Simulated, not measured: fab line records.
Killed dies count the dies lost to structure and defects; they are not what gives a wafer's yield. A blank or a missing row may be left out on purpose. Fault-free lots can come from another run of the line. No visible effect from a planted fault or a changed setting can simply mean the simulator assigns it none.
A lot that was struck, set against a sound lot -- flow nandHarc -- 15 steps out of a route of 1159
Sound: wafers L584.3, L584.4, L584.5. Struck: wafers L576.3, L576.6. (L576.1 of the same lot was not struck and is left out.) The cause comes at the end.
Per side, at each step with rows, come the tool, then ch with its chambers, and then its first start. Under that, the readings that differ: sound wafers -- struck wafers -- difference of the means -- sigmas: that difference in standard deviations of wafers without a fault.
alike: same words and numbers on both sides, and readings whose means sit less than 2 such deviations apart. not compared: any withheld reading, any reading some wafer has no value for, any bound like >300 that may hide the same value, and any number with overlapping values for which the record gives no deviation.
Wherever a step has rows on one side only, a row that says differs or no value, or a row with sigmas, the two part there. Non-overlapping numbers with no deviation appear without sigmas and do not part them. Lack of a reading on every wafer of one side parts them only where that side has two or more wafers.

first, 1 step without rows for these wafers: NHARC_A_CONTACT_ETCH_112 (etches the open film in C4F8/O2/Ar, time 94 s, target depth 922 nm).
NHARC_A_CONTACT_ETCH_113: etches the open film in C4F8/O2/Ar, time 94 s, target depth 922 nm.
  sound on harCapEtch-01 ch 0,1, day 21 06:28; struck on harCapEtch-02 ch 0, day 19 06:33
  not compared: rfHoursCounterH
NHARC_A_CONTACT_ETCH_114: etches the open film in C4F8/O2/Ar, time 94 s, target depth 922 nm.
  sound on harCapEtch-01 ch 0,1, day 21 06:34; struck on harCapEtch-02 ch 0, day 19 06:38
  not compared: rfHoursCounterH
then, 2 steps without rows for these wafers: NHARC_A_CONTACT_ETCH_115 (etches the open film in C4F8/O2/Ar, time 94 s, target depth 922 nm); NHARC_A_CONTACT_ETCH_116 (etches the open film in C4F8/O2/Ar, time 94 s, target depth 922 nm).
NHARC_A_CONTACT_ETCH_117: etches the open film in C4F8/O2/Ar, time 94 s, target depth 922 nm.
  sound on harCapEtch-01 ch 0,1, day 21 06:50; struck on harCapEtch-02 ch 0, day 19 06:55
  not compared: rfHoursCounterH
then, 2 steps without rows for these wafers: NHARC_A_CONTACT_ETCH_118 (etches the open film in C4F8/O2/Ar, time 94 s, target depth 922 nm); NHARC_A_CONTACT_ETCH_119 (etches the open film in C4F8/O2/Ar, time 94 s, target depth 922 nm).
NHARC_A_CONTACT_ETCH_120: etches the open film in C4F8/O2/Ar, time 94 s, target depth 922 nm.
  sound on harCapEtch-01 ch 0,1, day 21 07:07; struck on harCapEtch-02 ch 0, day 19 07:11
  not compared: rfHoursCounterH
then, 1 step without rows for these wafers: NHARC_A_CONTACT_ETCH_121 (etches the open film in C4F8/O2/Ar, time 94 s, target depth 922 nm).
NHARC_A_CONTACT_ETCH_122: etches the open film in C4F8/O2/Ar, time 95 s, target depth 930 nm.
  sound on harCapEtch-01 ch 0,1, day 21 07:17; struck on harCapEtch-02 ch 0, day 19 07:22
  not compared: rfHoursCounterH
then, 1 step without rows for these wafers: NHARC_A_CONTACT_ETCH_123 (etches the open film in C4F8/O2/Ar, time 253 s, target depth 1090 nm).
NHARC_A_CONTACT_ETCH_90: etches the open film in CH3F/O2, target depth 40 nm, time 85.7 s.
  sound on rieDiel-11 ch 1,2, day 21 07:58; struck on rieDiel-05 ch 0,2, day 19 08:04
reading,sound,struck,difference,sigmas
oesProductAu (a.u.),0.93 0.92 0.93,0.75 0.74,-0.18,-5
  alike: drypumpMotorCurrentA, rfVppV, showerheadPlenumPTorr, throttleValvePct
  not compared: rfHoursCounterH
then, 1 step without rows for these wafers: NHARC_A_CONTACT_ETCH_96 (etches the open film in C4F6/O2, target depth 20 nm, time 10 s).
-- record jumps: 3 days between struck wafers' starts before vs after; left off in module A_CONTACT, resumes in module END, first step shown is number 1159 of the route --
NHARC_END_SORT_01:
  sound on prober-01 ch 0, day 24 04:32; struck on prober-01 ch 0, day 22 07:59
reading,sound,struck,difference,sigmas
killedAtArray,39 44 36,9 16,-27,-3
killedDies,41 45 39,14 21,-24,-2
  alike: killedAtOther, killedAtPeriphery, killedOpen, killedShort

## WHERE THEY PART
Last at NHARC_END_SORT_01 as far as this record goes, first at NHARC_A_CONTACT_ETCH_90.

WHY: the cause the simulator had injected
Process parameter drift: rieDiel-05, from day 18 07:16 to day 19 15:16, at NHARC_A_CONTACT_ETCH_90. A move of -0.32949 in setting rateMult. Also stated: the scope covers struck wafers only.
